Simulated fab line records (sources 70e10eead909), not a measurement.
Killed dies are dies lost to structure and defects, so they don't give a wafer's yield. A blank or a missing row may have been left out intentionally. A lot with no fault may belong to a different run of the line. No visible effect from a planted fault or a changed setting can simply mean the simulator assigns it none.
Matching of chambers    flow nandHarc    pecvd-03 running NHARC_A_STAIRCASE_DEP_151: 3 sister chambers
The step deposits SiO2, target thk 7200 nm. 18 wafers are shown with their chamber, then 9 later ones without.

## WAFERS PAIRED WITH THEIR CHAMBERS
wafer   chamber  heaterPowerW (W)
L075.3  0        617
L075.5  2        637
L075.6  0        605
L078.1  1        721
L078.2  0        646
L078.3  2        772
L081.2  0        714
L081.3  2        735
L081.5  2        640
L083.2  0        713
L083.4  0        625
L083.5  2        649
L086.3  2        677
L086.4  0        612
L086.6  1        579
L087.3  2        682
L087.4  1        577
L087.6  2        623

SIGNATURES (means of the wafers above)
reading       chamber 0  chamber 1  chamber 2  scatter within a chamber
heaterPowerW  647.43     625.67     676.88     55.3
Rule: for each reading, subtract the chamber's mean from the wafer's reading, divide by that reading's scatter and square the result; add these up over the readings and take the root, which gives the wafer's distance from the chamber. The wafer belongs to the nearest chamber; if the next one is less than 2 further off, it can't be placed. How the scatter is found: for the shown wafers, subtract from each reading the mean of its chamber, square and add these, divide the total by (wafers less chambers), then take the root.

## WAFERS WITHOUT THEIR CHAMBER
wafer   heaterPowerW (W)
L091.3  719
L091.4  685
L091.6  593
L093.4  571
L093.5  659
L093.6  676
L095.2  767
L095.5  593
L095.6  644

## WHICH CHAMBER EACH ONE RAN IN
wafer   from the rows above           in truth
L091.3  can't be placed: 2 or 0 or 1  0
L091.4  can't be placed: 2 or 0 or 1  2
L091.6  can't be placed: 1 or 0 or 2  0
L093.4  can't be placed: 1 or 0 or 2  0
L093.5  can't be placed: 0 or 2 or 1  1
L093.6  can't be placed: 2 or 0 or 1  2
L095.2  can't be placed: 2 or 0 or 1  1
L095.5  can't be placed: 1 or 0 or 2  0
L095.6  can't be placed: 0 or 1 or 2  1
0 of 9 placed correctly. From these rows, 9 cannot be placed; in 9 the true chamber is one of the candidates. 0 placed wrongly.
